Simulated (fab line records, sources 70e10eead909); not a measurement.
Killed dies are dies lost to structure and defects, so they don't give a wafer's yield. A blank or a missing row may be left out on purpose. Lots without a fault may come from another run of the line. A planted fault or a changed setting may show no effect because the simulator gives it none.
Chamber matching | flow nand_harc | NHARC_P_M1_CMP_23 on cmp-03: 4 sister chambers
The step polishes, t overpolish 20 s, target thk 157.82 nm. 8 wafers are shown with their chamber, then 12 later ones without.

WAFERS WITH THEIR CHAMBER
wafer  | chamber | motor_current_A (A) | time_to_endpoint_s (s)
L084.5 | 0       | 11.3                | 24.4
L086.6 | 1       | 10.0                | 27.1
L087.3 | 0       | 11.5                | 25.4
L087.4 | 2       | 12.6                | 27.6
L087.6 | 3       | 11.5                | 30.3
L087.1 | 1       | 10.9                | 27.6
L087.2 | 3       | 11.4                | 28.2
L087.5 | 2       | 12.7                | 28.4

WAFERS WITHOUT THEIR CHAMBER
wafer  | motor_current_A (A) | time_to_endpoint_s (s)
L089.1 | 12.6                | 31.6
L089.3 | 11.1                | 28.9
L089.6 | 11.7                | 29.0
L092.1 | 11.8                | 27.5
L092.3 | 11.6                | 32.1
L092.6 | 10.5                | 31.5
L095.2 | 11.7                | 31.3
L095.3 | 10.4                | 30.9
L095.4 | 11.4                | 29.7
L096.1 | 11.5                | 26.7
L096.2 | 12.8                | 30.2
L096.3 | 11.7                | 27.1

WHICH CHAMBER EACH WENT THROUGH
wafer  | from the rows above               | in truth
L089.1 | can't be placed: 2 or 3           | 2
L089.3 | can't be placed: 3 or 1           | 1
L089.6 | 3                                 | 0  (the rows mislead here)
L092.1 | can't be placed: 3 or 2 or 0 or 1 | 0
L092.3 | 3                                 | 3
L092.6 | can't be placed: 3 or 1           | 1
L095.2 | 3                                 | 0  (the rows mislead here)
L095.3 | can't be placed: 3 or 1           | 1
L095.4 | 3                                 | 3
L096.1 | can't be placed: 0 or 3 or 1 or 2 | 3
L096.2 | can't be placed: 2 or 3           | 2
L096.3 | can't be placed: 3 or 0 or 2 or 1 | 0
Placed correctly: 2 of 12. Can't be placed from these rows: 8 (the true chamber is among the candidates in 8). Placed wrongly: 2.
How it was worked out, from the rows above alone: a wafer's distance from a chamber is the root of the sum, over the readings, of the square of ((its reading less the chamber's mean) divided by the reading's scatter). The wafer belongs to the nearest chamber; if the next one is less than 2 further off, it can't be placed. A chamber's mean is the mean of its shown wafers. The scatter: the root of (the sum of the squares of (reading less its chamber's mean) over the shown wafers, divided by (wafers less chambers)).
